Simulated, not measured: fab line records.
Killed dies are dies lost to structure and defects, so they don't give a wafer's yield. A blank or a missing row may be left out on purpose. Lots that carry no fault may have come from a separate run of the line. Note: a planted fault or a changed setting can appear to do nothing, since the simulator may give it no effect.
Which tool is to blame?	flow n5Finfet	24 lots with 72 wafers sampled at 6 steps, on a route of 1938 steps

== WHAT THE GAUGES SHOWED, per wafer ==
N5_BEOL_M6_OVL_MEAS_12. Usual: for M6_OVL the level is 0.2 nm and the standard deviation is 0.66.
lot	measured	on	M6_OVL (nm)	flag
L075	day 8 06:12	overlay-02	1.0 1.1 0.0	
L074	day 8 06:52	overlay-02	0.8 -0.7 -0.2	
L076	day 9 02:11	overlay-02	0.3 0.8 -0.5	
L077	day 9 07:32	overlay-01	0.3 0.5 -0.1	
L078	day 9 08:31	overlay-02	0.4 -0.4 0.2	
L079	day 9 14:24	overlay-01	-1.3 -1.8 -1.3	
L080	day 9 23:30	overlay-01	0.3 -0.4 -0.5	
L081	day 10 10:30	overlay-01	0.7 -0.8 1.1	
L082	day 10 14:54	overlay-02	0.6 0.8 0.4	
L083	day 10 15:50	overlay-02	0.7 1.4 1.0	
L084	day 10 20:04	overlay-01	0.5 0.2 0.3	
L086	day 11 11:21	overlay-02	0.8 0.4 1.0	
L087	day 11 12:49	overlay-01	0.5 0.5 -1.0	
L085	day 11 16:02	overlay-02	1.9 0.5 1.6	
L088	day 12 23:14	overlay-02	1.0 1.0 1.5	
L090	day 12 23:44	overlay-02	1.4 0.7 0.0	
L089	day 13 01:56	overlay-01	0.6 0.4 0.0	
L091	day 13 04:38	overlay-01	0.7 -0.1 0.4	
L093	day 13 14:43	overlay-01	-0.1 0.0 0.4	
L092	day 14 00:46	overlay-02	0.6 0.3 0.8	
L094	day 14 00:52	overlay-01	0.3 -0.1 0.4	
L095	day 14 09:41	overlay-01	-0.2 0.2 0.2	
L096	day 14 21:23	overlay-01	0.2 0.6 -1.3	
L097	day 15 06:19	overlay-02	-0.9 -1.0 0.5	

N5_BEOL_M6_THK_MEAS_53: measures by xrf. Usual: for M6_THK the level is 81.3 nm and the standard deviation is 2.9.
lot	measured	on	M6_THK (nm)	flag
L075	day 8 11:59	filmMetro-02	78.1 79.1 78.8	
L074	day 8 12:31	filmMetro-02	77.6 81.2 78.5	
L076	day 9 06:05	filmMetro-02	80.4 80.5 82.7	
L077	day 9 15:05	filmMetro-01	79.9 87.6 80.4	
L078	day 9 15:22	filmMetro-01	88.1 85.7 83.4	
L079	day 9 18:28	filmMetro-02	78.5 77.4 81.7	
L080	day 10 04:56	filmMetro-01	81.8 77.7 85.3	
L081	day 10 15:16	filmMetro-02	86.9 84.9 80.9	
L082	day 10 22:25	filmMetro-01	81.9 79.4 83.3	
L083	day 10 21:38	filmMetro-02	79.7 78.4 77.3	
L084	day 11 01:02	filmMetro-01	84.4 84.6 78.1	
L086	day 11 17:26	filmMetro-01	79.3 82.4 79.0	
L087	day 11 23:59	filmMetro-01	79.5 78.9 79.4	
L085	day 12 00:09	filmMetro-02	89.1 84.6 80.5	
L088	day 13 03:05	filmMetro-02	83.3 80.9 91.3	
L090	day 13 03:46	filmMetro-01	85.6 78.4 81.6	
L089	day 13 05:56	filmMetro-02	85.2 77.2 83.1	
L091	day 13 11:29	filmMetro-01	86.9 79.8 82.1	
L093	day 13 18:50	filmMetro-01	78.6 80.0 81.7	
L092	day 14 07:29	filmMetro-02	83.4 81.5 83.5	
L094	day 14 07:07	filmMetro-02	79.0 81.6 82.0	
L095	day 14 19:29	filmMetro-01	77.7 77.7 79.3	
L096	day 15 03:49	filmMetro-01	81.1 80.3 79.1	
L097	day 15 12:31	filmMetro-01	81.2 78.6 75.0	

== EACH LOT AND THE TOOL THAT RAN IT (in order: tool; ch and the chambers of the sampled wafers; start) ==
lot	N5_BEOL_M6_ETCH_72	N5_BEOL_M6_TRENCH_ETCH_37	N5_BEOL_M6_DEGAS_44	N5_BEOL_M6_CMP_52
L075	rieDiel-04 ch 1,2,3, day 8 09:02	rieDiel-04 ch 1,2,3, day 8 09:58 or earlier	pvdSputter-02, day 8 09:58	cmp-03 ch 0,1,2, day 8 11:44
L074	rieDiel-05 ch 1,2, day 8 09:16	rieDiel-05 ch 1,2, day 8 10:28 or earlier	pvdSputter-03, day 8 10:28	cmp-01 ch 1,2, day 8 12:13
L076	rieDiel-05 ch 0,1, day 9 03:28	rieDiel-05 ch 0,1, day 9 04:32 or earlier	pvdSputter-03, day 9 04:32	cmp-03 ch 0,1,2, day 9 05:50
L077	rieDiel-06 ch 2,3, day 9 12:02	rieDiel-06 ch 2,3, day 9 13:06 or earlier	pvdSputter-03, day 9 13:06	cmp-03 ch 0,1,3, day 9 14:52
L078	rieDiel-06 ch 1,3, day 9 12:26	rieDiel-06 ch 1,3, day 9 13:43 or earlier	pvdSputter-01, day 9 13:43	cmp-04 ch 1,2, day 9 15:05
L079	rieDiel-04 ch 1,2,3, day 9 15:57	rieDiel-04 ch 1,2,3, day 9 16:57 or earlier	pvdSputter-01, day 9 16:57	cmp-01 ch 1,2,3, day 9 18:11
L080	rieDiel-06 ch 1,2, day 10 00:51	rieDiel-06 ch 1,2, day 10 03:07 or earlier	pvdSputter-03, day 10 03:07	cmp-03 ch 0,2,3, day 10 04:38
L081	rieDiel-06 ch 1,2,3, day 10 12:01	rieDiel-06 ch 1,2,3, day 10 13:00 or earlier	pvdSputter-01, day 10 13:00	cmp-04 ch 1,2,3, day 10 15:01
L082	rieDiel-04 ch 1,2,3, day 10 18:39	rieDiel-04 ch 1,2,3, day 10 19:51 or earlier	pvdSputter-01, day 10 19:51	cmp-04 ch 1,2,3, day 10 22:08
L083	rieDiel-05 ch 1,2,3, day 10 18:11	rieDiel-05 ch 1,2,3, day 10 19:19 or earlier	pvdSputter-02, day 10 19:19	cmp-01 ch 1,2,3, day 10 21:25
L084	rieDiel-05 ch 0,1,2, day 10 21:42	rieDiel-05 ch 0,1,2, day 10 22:55 or earlier	pvdSputter-01, day 10 22:55	cmp-01 ch 0,2,3, day 11 00:44
L086	rieDiel-04 ch 0,3, day 11 12:45	rieDiel-04 ch 0,3, day 11 15:20 or earlier	pvdSputter-01, day 11 15:20	cmp-01 ch 1,2,3, day 11 17:13
L087	rieDiel-04 ch 0,1, day 11 18:04	rieDiel-04 ch 0,1, day 11 21:14 or earlier	pvdSputter-01, day 11 21:14	cmp-04 ch 2,3, day 11 23:41
L085	rieDiel-06 ch 0,1,3, day 11 18:04	rieDiel-06 ch 0,1,3, day 11 21:22 or earlier	pvdSputter-03, day 11 21:22	cmp-03 ch 0,2,3, day 11 23:56
L088	rieDiel-06 ch 0,1,2, day 13 00:37	rieDiel-06 ch 0,1,2, day 13 01:35 or earlier	pvdSputter-01, day 13 01:35	cmp-01 ch 0,1, day 13 02:47
L090	rieDiel-04 ch 0,1,3, day 13 01:00	rieDiel-04 ch 0,1,3, day 13 01:56 or earlier	pvdSputter-03, day 13 01:56	cmp-01 ch 1,3, day 13 03:28
L089	rieDiel-06 ch 2,3, day 13 03:25	rieDiel-06 ch 2,3, day 13 04:23 or earlier	pvdSputter-03, day 13 04:23	cmp-01 ch 1,2,3, day 13 05:46
L091	rieDiel-06 ch 0,1,3, day 13 06:31	rieDiel-06 ch 0,1,3, day 13 07:58 or earlier	pvdSputter-03, day 13 07:58	cmp-03 ch 1,2,3, day 13 11:18
L093	rieDiel-04 ch 0,1,3, day 13 16:01	rieDiel-04 ch 0,1,3, day 13 17:10 or earlier	pvdSputter-03, day 13 17:10	cmp-04 ch 0,2, day 13 18:32
L092	rieDiel-05 ch 0,1,2, day 14 02:13	rieDiel-05 ch 0,1,2, day 14 05:31 or earlier	pvdSputter-02, day 14 05:31	cmp-01 ch 0,1,2, day 14 07:12
L094	rieDiel-04 ch 0,3, day 14 02:40	rieDiel-04 ch 0,3, day 14 05:41 or earlier	pvdSputter-02, day 14 05:41	cmp-04 ch 0,1,3, day 14 06:53
L095	rieDiel-05 ch 0,1,2, day 14 16:30	rieDiel-05 ch 0,1,2, day 14 17:43 or earlier	pvdSputter-01, day 14 17:43	cmp-03 ch 1,2, day 14 19:14
L096	rieDiel-04 ch 1,2, day 15 00:17	rieDiel-04 ch 1,2, day 15 01:34 or earlier	pvdSputter-02, day 15 01:34	cmp-04 ch 1,2, day 15 03:31
L097	rieDiel-04 ch 1,2,3, day 15 09:22	rieDiel-04 ch 1,2,3, day 15 10:29 or earlier	pvdSputter-03, day 15 10:29	cmp-03 ch 2,3, day 15 12:16
- N5_BEOL_M6_ETCH_72: etches underlayer in N2/H2, target depth 6.5 nm, time 5.2 s.
- N5_BEOL_M6_TRENCH_ETCH_37: etches SiCOH lowk in C4F6/O2, target depth 94.435 nm, time 31.5 s.
- N5_BEOL_M6_DEGAS_44: time 60 s.
- N5_BEOL_M6_CMP_52: polishes, stops on SiCOH lowk, t overpolish 6.9 s, target thk 80 nm.

== AS READ BY THE TOOLS THEMSELVES (means over the sampled wafers that have a number; for cases with no such wafer, the mark the record gives instead) ==
N5_BEOL_M6_ETCH_72. Usual: drypumpMotorCurrentA 5.7 A, standard deviation 0.43; etchRfOnTimeS 5.18 s, standard deviation 0.16; n2FlowSccm 200.0 sccm, standard deviation 0.62; oesProductAu 0.68 a.u., standard deviation 0.088; rfVppV 523 V, standard deviation 3.2; showerheadPlenumPTorr 2.52 Torr, standard deviation 0.1; throttleValvePct 17.78 %, standard deviation 0.29.
lot	tool	drypumpMotorCurrentA (A)	etchRfOnTimeS (s)	n2FlowSccm (sccm)	oesProductAu (a.u.)	rfVppV (V)	showerheadPlenumPTorr (Torr)	throttleValvePct (%)	flag
L075	rieDiel-04	5.5	5.24	199.9	0.67	523	2.52	17.64	
L074	rieDiel-05	5.4	5.24	199.6	0.65	526	2.60	17.73	
L076	rieDiel-05	5.8	5.18	199.5	0.63	521	2.42	17.82	
L077	rieDiel-06	5.8	5.07	199.7	0.65	522	2.45	18.06	
L078	rieDiel-06	6.3	4.92	200.4	0.70	522	2.48	17.94	
L079	rieDiel-04	5.4	5.30	199.1	0.65	523	2.51	17.65	
L080	rieDiel-06	5.8	5.11	199.9	0.59	522	2.48	18.22	
L081	rieDiel-06	6.0	5.07	200.2	0.64	521	2.46	18.09	
L082	rieDiel-04	5.4	5.33	199.7	0.64	523	2.51	17.67	
L083	rieDiel-05	5.6	5.22	199.9	0.71	522	2.55	17.85	
L084	rieDiel-05	5.6	5.16	200.5	0.70	525	2.61	17.65	
L086	rieDiel-04	5.6	5.23	199.8	0.77	527	2.64	17.52	
L087	rieDiel-04	5.3	5.29	199.7	0.65	522	2.52	17.55	
L085	rieDiel-06	6.4	5.02	200.4	0.78	522	2.48	17.74	
L088	rieDiel-06	6.0	5.13	199.7	0.73	521	2.46	17.87	
L090	rieDiel-04	5.4	5.31	200.5	0.69	524	2.53	17.52	
L089	rieDiel-06	6.2	5.12	200.0	0.67	523	2.45	17.99	
L091	rieDiel-06	6.4	5.02	200.0	0.77	521	2.47	17.76	
L093	rieDiel-04	5.4	5.29	200.3	0.68	524	2.53	17.52	
L092	rieDiel-05	5.6	5.19	200.4	0.75	524	2.59	17.54	
L094	rieDiel-04	5.5	5.18	200.1	0.74	526	2.63	17.54	
L095	rieDiel-05	5.6	5.14	200.1	0.74	525	2.59	17.54	
L096	rieDiel-04	5.4	5.37	199.9	0.57	522	2.48	17.77	
L097	rieDiel-04	5.5	5.28	200.0	0.61	523	2.49	17.73	

N5_BEOL_M6_TRENCH_ETCH_37. Usual: drypumpMotorCurrentA 5.7 A, standard deviation 0.42; oesProductAu 0.79 a.u., standard deviation 0.1; rfVppV 659 V, standard deviation 15; showerheadPlenumPTorr 2.81 Torr, standard deviation 0.12; throttleValvePct 20.79 %, standard deviation 0.2.
lot	tool	drypumpMotorCurrentA (A)	oesProductAu (a.u.)	rfVppV (V)	showerheadPlenumPTorr (Torr)	throttleValvePct (%)	flag
L075	rieDiel-04	5.5	0.78	653	2.82	20.68	
L074	rieDiel-05	5.4	0.76	660	2.91	20.83	
L076	rieDiel-05	5.8	0.74	670	2.73	21.06	
L077	rieDiel-06	5.8	0.76	668	2.69	20.76	
L078	rieDiel-06	6.3	0.80	643	2.74	20.78	
L079	rieDiel-04	5.5	0.76	654	2.81	20.70	
L080	rieDiel-06	5.8	0.69	674	2.74	21.05	
L081	rieDiel-06	6.0	0.74	663	2.72	20.87	
L082	rieDiel-04	5.5	0.75	654	2.80	20.71	
L083	rieDiel-05	5.6	0.83	652	2.86	20.88	
L084	rieDiel-05	5.6	0.82	668	2.93	20.83	
L086	rieDiel-04	5.5	0.91	661	2.97	20.65	
L087	rieDiel-04	5.4	0.76	656	2.81	20.53	
L085	rieDiel-06	6.3	0.92	652	2.77	20.77	
L088	rieDiel-06	6.0	0.85	670	2.74	20.85	
L090	rieDiel-04	5.4	0.81	658	2.84	20.60	
L089	rieDiel-06	6.1	0.77	648	2.70	20.73	
L091	rieDiel-06	6.4	0.89	651	2.76	20.79	
L093	rieDiel-04	5.4	0.80	657	2.84	20.61	
L092	rieDiel-05	5.6	0.88	667	2.92	20.74	
L094	rieDiel-04	5.5	0.86	662	2.96	20.68	
L095	rieDiel-05	5.6	0.86	667	2.92	20.74	
L096	rieDiel-04	5.4	0.67	651	2.76	20.69	
L097	rieDiel-04	5.4	0.72	652	2.79	20.77	

N5_BEOL_M6_DEGAS_44. Usual: heaterPowerW 327 W, standard deviation 27; susceptorTempC 250.03 C, standard deviation 0.18.
lot	tool	heaterPowerW (W)	susceptorTempC (C)	flag
L075	pvdSputter-02	338	250.10	
L074	pvdSputter-03	322	250.08	
L076	pvdSputter-03	313	250.05	
L077	pvdSputter-03	335	250.12	
L078	pvdSputter-01	298	249.98	
L079	pvdSputter-01	319	250.08	
L080	pvdSputter-03	330	250.07	
L081	pvdSputter-01	323	250.00	
L082	pvdSputter-01	317	250.05	
L083	pvdSputter-02	373	250.15	
L084	pvdSputter-01	316	249.96	
L086	pvdSputter-01	283	249.91	
L087	pvdSputter-01	303	250.03	
L085	pvdSputter-03	327	250.15	
L088	pvdSputter-01	293	250.09	
L090	pvdSputter-03	338	249.95	
L089	pvdSputter-03	318	249.95	
L091	pvdSputter-03	350	250.38	
L093	pvdSputter-03	339	249.72	
L092	pvdSputter-02	355	250.03	
L094	pvdSputter-02	333	249.98	
L095	pvdSputter-01	314	249.91	
L096	pvdSputter-02	341	249.90	
L097	pvdSputter-03	305	249.91	

N5_BEOL_M6_CMP_52. Usual: barrierFieldEndpointS 29.3 s, standard deviation 0.98; motorCurrentA 5.9 A, standard deviation 0.44; overpolishRunS 6.901 s, standard deviation 0.0095; timeToEndpointS 64 s, standard deviation 4.6.
lot	tool	barrierFieldEndpointS (s)	motorCurrentA (A)	overpolishRunS (s)	timeToEndpointS (s)	flag
L075	cmp-03	28.8	6.1	6.893	65	
L074	cmp-01	28.6	5.2	6.897	61	
L076	cmp-03	28.0	6.1	6.905	61	
L077	cmp-03	29.2	6.3	6.912	64	
L078	cmp-04	29.9	5.9	6.901	68	
L079	cmp-01	29.3	5.5	6.903	63	
L080	cmp-03	28.7	6.4	6.908	59	
L081	cmp-04	30.3	5.8	6.887	71	
L082	cmp-04	30.5	6.1	6.897	71	
L083	cmp-01	28.6	5.3	6.907	62	
L084	cmp-01	29.4	5.6	6.898	65	
L086	cmp-01	29.0	5.5	6.896	64	
L087	cmp-04	30.5	6.1	6.907	71	
L085	cmp-03	28.6	6.4	6.902	63	
L088	cmp-01	30.2	5.5	6.911	65	
L090	cmp-01	29.5	5.3	6.907	63	
L089	cmp-01	29.6	5.5	6.892	62	
L091	cmp-03	28.5	6.3	6.894	62	
L093	cmp-04	29.6	6.1	6.903	62	
L092	cmp-01	28.9	5.4	6.899	65	
L094	cmp-04	29.2	6.0	6.902	67	
L095	cmp-03	27.9	6.3	6.890	56	
L096	cmp-04	29.8	5.8	6.901	66	
L097	cmp-03	28.2	6.5	6.895	58	

== THE ANSWER, worked out from the rows above alone ==
Rule: a lot is off if the mean of its wafers that have a number lies more than 3 standard deviations from the usual mean. Also off: a lot with no number at a reading for which 4 or more lots have one. The other lots that the step has rows for count as sound. After the gauges, taken in route order, come the tools' own readings; for these a lot's mean is taken, as printed above. At the first step where some lot is off, the reading lying furthest off is the one used; lots without a number count as furthest.
No lot is off on any of the readings shown, so nothing can be concluded from this.

== WHAT THE SIMULATOR HAD INSERTED ==
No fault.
